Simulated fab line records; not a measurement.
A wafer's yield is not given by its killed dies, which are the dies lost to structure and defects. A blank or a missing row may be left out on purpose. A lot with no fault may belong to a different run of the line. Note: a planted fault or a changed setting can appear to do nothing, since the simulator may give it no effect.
Split-lot study | flow n5 finfet | 39 wafers read from 7 lots, route of 1938 steps

== THE SPLIT ITSELF ==
At N5_SD_EPI_P_EPI_21 (deposits SiGe:B, time 355 s), the setting time s was moved away from the recipe's 355 s on 12 of the 39 wafers read, by -44.1% to +18.3%. All remaining wafers had this setting at the recipe value.

== FROM THE SPLIT TO THE READING: what the file shows between them, 5 steps ==
- N5_SD_EPI_P_EPI_MEAS_23
- N5_SD_EPI_P_HM_STRIP_48: strips SiNx in H3PO4, material SiNx, target depth 3 nm
- N5_SD_EPI_P_SRD_49: time 30 s
- N5_SD_ACTIVATION_RTA_00: time 0 s
- N5_SD_ACTIVATION_LSA_01: time 0.0008 s

== THE READING ==
RS_SD_P (ohm/sq), read at N5_SD_ACTIVATION_RS_MEAS_03 with a four-point probe. Fault-free wafers of this fab line usually give 56.1 ohm/sq, standard deviation 0.75 ohm/sq.

wafer  | tool, chamber at the split | time s as run, s | against the recipe | RS_SD_P, ohm/sq | against lot-mates on the recipe
L074.1 | epi rpcvd-04, 0            | 355              | recipe             | 56.9            | -
L074.2 | epi rpcvd-04, 0            | 355              | recipe             | 55.3            | -
L074.3 | epi rpcvd-04, 0            | 355              | recipe             | 56.7            | -
L074.4 | epi rpcvd-04, 0            | 355              | recipe             | 56.2            | -
L074.5 | epi rpcvd-04, 0            | 355              | recipe             | 56.0            | -
L074.6 | epi rpcvd-04, 0            | 355              | recipe             | 55.9            | -
L075.1 | epi rpcvd-04, 0            | 198.6            | -44.1%             | 93.5            | +37.0
L075.2 | epi rpcvd-04, 0            | 198.6            | -44.1%             | 93.6            | +37.1
L075.3 | epi rpcvd-04, 0            | 198.6            | -44.1%             | 93.8            | +37.3
L075.4 | epi rpcvd-04, 0            | 355              | recipe             | 56.5            | -
L075.5 | epi rpcvd-04, 0            | 355              | recipe             | 56.7            | -
L075.6 | epi rpcvd-04, 0            | 355              | recipe             | 56.2            | -
L077.3 | epi rpcvd-01, 0            | 355              | recipe             | 56.0            | -
L077.4 | epi rpcvd-01, 0            | 355              | recipe             | 55.6            | -
L077.5 | epi rpcvd-01, 0            | 355              | recipe             | 55.3            | -
L085.1 | epi rpcvd-01, 0            | 270.4            | -23.8%             | 68.1            | +11.7
L085.2 | epi rpcvd-01, 0            | 355              | recipe             | 56.2            | -
L085.3 | epi rpcvd-01, 0            | 270.4            | -23.8%             | 68.8            | +12.4
L085.4 | epi rpcvd-01, 0            | 355              | recipe             | 56.2            | -
L085.5 | epi rpcvd-01, 0            | 270.4            | -23.8%             | 69.0            | +12.6
L085.6 | epi rpcvd-01, 0            | 355              | recipe             | 56.7            | -
L089.1 | epi rpcvd-02, 0            | 355              | recipe             | 55.5            | -
L089.2 | epi rpcvd-02, 0            | 205.8            | -42.0%             | 88.7            | +32.9
L089.3 | epi rpcvd-02, 0            | 355              | recipe             | 56.4            | -
L089.4 | epi rpcvd-02, 0            | 205.8            | -42.0%             | 87.8            | +32.0
L089.5 | epi rpcvd-02, 0            | 355              | recipe             | 55.4            | -
L089.6 | epi rpcvd-02, 0            | 205.8            | -42.0%             | 88.4            | +32.6
L093.1 | epi rpcvd-02, 0            | 355              | recipe             | 55.6            | -
L093.2 | epi rpcvd-02, 0            | 355              | recipe             | 55.9            | -
L093.3 | epi rpcvd-02, 0            | 355              | recipe             | 54.4            | -
L093.4 | epi rpcvd-02, 0            | 355              | recipe             | 55.0            | -
L093.5 | epi rpcvd-02, 0            | 355              | recipe             | 55.4            | -
L093.6 | epi rpcvd-02, 0            | 355              | recipe             | 54.8            | -
L097.1 | epi rpcvd-04, 0            | 419.9            | +18.3%             | 49.2            | -6.0
L097.2 | epi rpcvd-04, 0            | 355              | recipe             | 54.9            | -
L097.3 | epi rpcvd-04, 0            | 419.9            | +18.3%             | 49.8            | -5.4
L097.4 | epi rpcvd-04, 0            | 419.9            | +18.3%             | 48.5            | -6.7
L097.5 | epi rpcvd-04, 0            | 355              | recipe             | 55.5            | -
L097.6 | epi rpcvd-04, 0            | 355              | recipe             | 55.3            | -

FIT RESULTS
A straight line over all 39 wafers: RS_SD_P changes by -0.737 ohm/sq for each +1% of time s; r = -0.98; the points scatter about the line by 2.8 ohm/sq.
The same after taking each lot's own level away (the mean of its wafers on the recipe; 39 wafers): -0.725 ohm/sq for each +1%; r = -0.98; scatter 2.9 ohm/sq.
That fit puts the effect of the largest move of time s on the reading at 32 ohm/sq.
From 55.18 to 56.47 ohm/sq: that is the span of the lots' own levels, equal to 1.7 times the standard deviation above.
The two slopes are in agreement: the lot-to-lot level therefore moves the slope only a little.
Check: with one of the wafers moved furthest among these (-44.1%) left out of the fit, the line predicts +31.9 ohm/sq for it against its lot-mates. It came out at +37 ohm/sq against them.

== OTHER SPLITS APPLIED TO THESE WAFERS ==
Other splits were also applied to these wafers ahead of the reading. Each is held against what the fit with the lots' levels taken away leaves over:
other split on the same wafers                 | wafers away from the commonest value | r with RS_SD_P (lot level and that fit taken away)
N5_PMOS_HMC_CHANNEL_EPI_HM_DEP_34 target thk a | 18                                   | -0.13
N5_FIN_CUT_CUT_ETCH_26 time s                  | 15                                   | +0.39

== THE WHOLE CHAIN: every reading that the file lists as answering this split, in the file's order ==
step                        | what it does                 | reading                                                                           | change (the file's fit)               | r (the file's)
N5_SD_EPI_P_EPI_21          | deposits SiGe:B, time 355 s  | SiGe-B_of_SD_EPI_P_EPI_21.thk nm (the simulator's own value, which no gauge read) | +0.518 nm for each +1% of the setting | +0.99
N5_SD_EPI_P_EPI_MEAS_23     |                              | thk nm                                                                            | withheld for each +1% of the setting  | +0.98
N5_SD_ACTIVATION_RS_MEAS_03 | measures by four-point-probe | RS_SD_P                                                                           | -0.74 for each +1% of the setting     | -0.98

== FILE'S OWN FIT ==
RS_SD_P changes by -0.74 ohm/sq for each +1% of time s, r = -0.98.
